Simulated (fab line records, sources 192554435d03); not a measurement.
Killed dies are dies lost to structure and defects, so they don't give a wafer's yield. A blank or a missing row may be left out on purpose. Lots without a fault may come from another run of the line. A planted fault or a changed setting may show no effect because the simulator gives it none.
Which tool did it? | flow n5_finfet | 11 lots, 32 wafers sampled, at 1 step of a route of 1938

WHAT THE GAUGES READ, wafer by wafer
N5_BEOL_M11_CD_MEAS_11: target cd 64.1 nm.
lot  | measured     | on        | cd_nm (nm)
L750 | day 10 09:14 | cd_sem-03 | 64.8 64.5 64.2
L752 | day 11 03:03 | cd_sem-01 | 63.0 63.0
L753 | day 11 03:13 | cd_sem-02 | 63.4 63.4 62.8
L755 | day 12 00:29 | cd_sem-03 | 64.3 64.1 63.1
L756 | day 12 08:16 | cd_sem-01 | 63.4 64.1 64.3
L765 | day 14 05:04 | cd_sem-02 | 63.1 64.1 64.2
L760 | day 14 05:36 | cd_sem-01 | 62.4 63.9 63.7
L770 | day 16 12:28 | cd_sem-02 | 63.7 62.4 63.4
L771 | day 16 12:42 | cd_sem-03 | 64.5 64.0 63.0
L772 | day 16 18:50 | cd_sem-01 | 62.4 62.5 62.8
L773 | day 16 20:23 | cd_sem-03 | 64.1 64.4 64.1

WHICH TOOL RAN EACH LOT (tool, then ch and the chambers of the sampled wafers, then the start)
The record holds no process step before these readings.

THE ANSWER, worked out from the rows above alone
Rule: what is usual is taken from the lots themselves. Put in order of their means at a reading, lots are off if they are a third of the lots or fewer, leave a main group of 4 or more, and stand apart from it by a gap of 3 or more times the standard deviation of the main group's means; of several such gaps the widest counts. A main group whose means are all the same, to the digits that the tables above print for the reading, isn't used. A lot without any number at a reading at which 4 lots or more have one is off too. The other lots that the step has rows for count as sound.
No lot is off at any reading shown: from this, nothing can be told.

WHAT THE SIMULATOR HAD PUT IN
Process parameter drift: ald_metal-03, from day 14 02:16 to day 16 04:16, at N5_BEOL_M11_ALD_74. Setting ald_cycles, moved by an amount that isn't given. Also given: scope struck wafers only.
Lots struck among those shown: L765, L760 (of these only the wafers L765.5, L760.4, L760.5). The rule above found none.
